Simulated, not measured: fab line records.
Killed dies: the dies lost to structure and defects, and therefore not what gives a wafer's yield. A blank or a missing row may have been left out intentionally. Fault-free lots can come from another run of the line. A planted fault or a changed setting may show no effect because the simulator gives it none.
A struck lot beside a sound one -- flow nand_harc -- 13 steps out of a route of 1159
Sound: wafers L998.1, L998.3, L998.6. Wafers L106.1, L106.3, L106.5 were the ones struck. The cause is given at the end.
For every step that has rows: the tool of each side, followed by ch and its chambers, followed by its first start. Under that, the readings that differ: sound wafers -- struck wafers -- difference of the means -- sigmas: that difference in standard deviations of wafers without a fault.
alike: same words and numbers on both sides, and readings whose means sit less than 2 such deviations apart. not compared: any withheld reading, any reading some wafer has no value for, any bound like >300 that may hide the same value, and any number with overlapping values for which the record gives no deviation.
A row with sigmas, a row that says differs or no value, or rows on one side alone: a step with any of these is where the two part. Numbers that have no deviation but don't overlap get no sigmas and don't part them. A reading that every wafer of one side lacks parts them only if that side has two wafers or more.

NHARC_A_STAIRCASE_DEP_417: deposits Si3N4, target thk 60 nm.
  sound on pecvd-04 ch 1,2, day 13 16:16; struck on pecvd-04 ch 0,1, day 15 03:04
  alike: heater_power_w
  not compared: since_wet_clean_h
then, 3 steps without rows for these wafers: NHARC_A_STAIRCASE_WET_418 (chemistry H3PO4, target depth 20 nm); NHARC_A_STAIRCASE_PRECLEAN_419 (cleans in SC1); NHARC_A_STAIRCASE_SRD_421.
NHARC_A_STAIRCASE_ALD_420: deposits SiO2, target thk 20 nm, pulse time 6 s, ald cycles 200.
  sound on ald_hk-01 ch 1,2, day 13 20:13; struck on ald_hk-01 ch 0,1,3, day 15 07:51
  alike: heater_power_w, precursor_pulse_height_rel
  not compared: since_wet_clean_h
then, 1 step without rows for these wafers: NHARC_A_STAIRCASE_CVD_552 (deposits SiNx, target thk 40 nm).
NHARC_A_STAIRCASE_DEP_151: deposits SiO2, target thk 3800 nm.
  sound on pecvd-02 ch 0,1, day 14 04:17; struck on pecvd-02 ch 0,1,2, day 15 18:01
  alike: heater_power_w, mfc_precursor_sccm
  not compared: since_wet_clean_h
then, 1 step without rows for these wafers: NHARC_A_STAIRCASE_ANNEAL_320 (time 1800 s).
NHARC_A_STAIRCASE_DEP_322: deposits SiO2, target thk 3800 nm.
  sound on pecvd-03 ch 0,1,2, day 14 11:40; struck on pecvd-02 ch 0,1, day 16 02:58
  alike: heater_power_w, mfc_precursor_sccm
  not compared: since_wet_clean_h
then, 1 step without rows for these wafers: NHARC_A_STAIRCASE_ANNEAL_323 (time 1800 s).
NHARC_A_STAIRCASE_DEP_325: deposits SiO2, target thk 3800 nm.
  sound on pecvd-02 ch 1,2, day 14 20:56; struck on pecvd-04 ch 0,1,2, day 16 10:44
reading,sound,struck,difference,sigmas
mfc_precursor_sccm (sccm),199.8 199.4 199.7,191.4 191.2 192.4,-8.0,-13
  alike: heater_power_w
  not compared: since_wet_clean_h
then, 1 step without rows for these wafers: NHARC_A_STAIRCASE_ANNEAL_326 (time 1800 s).
-- the record jumps here: 6 days lie between the struck wafers' starts before and after (it left off in module A_STAIRCASE and takes up again in module END, whose first step shown is number 1159 of the route) --
NHARC_END_SORT_01:
  at this point the record logs the struck wafers (prober-02 ch 0, day 22 11:31) and has no rows for the sound ones

WHERE THEY PART
Earliest at NHARC_A_STAIRCASE_DEP_325; latest, in this record, at NHARC_END_SORT_01.

WHY: what had been put in by the simulator
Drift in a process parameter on pecvd-04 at NHARC_A_STAIRCASE_DEP_325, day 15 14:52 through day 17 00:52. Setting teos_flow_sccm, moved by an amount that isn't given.
